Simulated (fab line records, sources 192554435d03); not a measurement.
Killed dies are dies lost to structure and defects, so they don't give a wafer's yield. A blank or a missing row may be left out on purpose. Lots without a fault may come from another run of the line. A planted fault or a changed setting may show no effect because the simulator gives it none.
One fault seen from 2 desks | flow n5_finfet | each desk has only its own numbers; what lay behind them comes last

THE TOOL OWNER'S DESK: pvd_sputter-02
The tool's own readings at N5_BEOL_M12_SPUTTER_43 (material TaN, target thk 15 nm, time 24.19 s): means of the sampled wafers that have a number, for each lot that ran on this tool. A lot is out of limits, marked OUT, if its mean lies more than 4 standard deviations from the usual mean; the brackets give that distance.
Columns: A = throttle_valve_pct at N5_BEOL_M12_SPUTTER_43, usual 29.9 %
lot  | first seen here | A
L734 | day 14 09:04    | 28.9
L742 | day 16 04:05    | 29.5
This desk's finding: nothing out of limits on any of the 2 lots.

THE METROLOGY DESK
What the gauges read, lot by lot, whatever tool the lot ran on: means of the sampled wafers that have a number. A lot is out of limits, marked OUT, if its mean lies more than 4 standard deviations from the usual mean; the brackets give that distance.
Columns: A = trench_depth_nm at N5_BEOL_M12_OCD_MEAS_35, usual 319 nm; B = M12_THK at N5_BEOL_M12_THK_MEAS_50, usual 314 nm
lot  | first seen here | A   | B
L725 | day 11 20:20    | 319 | 316
L729 | day 12 18:16    | 317 | 309
L731 | day 12 21:07    | 314 | 309
L734 | day 14 03:00    | 323 | 316
L742 | day 16 01:53    | 312 | 302
This desk's finding: nothing out of limits on any of the 5 lots.

PUT TOGETHER
The tool owner's desk saw nothing out of limits.
The metrology desk saw nothing out of limits.

WHAT THE SIMULATOR HAD PUT IN
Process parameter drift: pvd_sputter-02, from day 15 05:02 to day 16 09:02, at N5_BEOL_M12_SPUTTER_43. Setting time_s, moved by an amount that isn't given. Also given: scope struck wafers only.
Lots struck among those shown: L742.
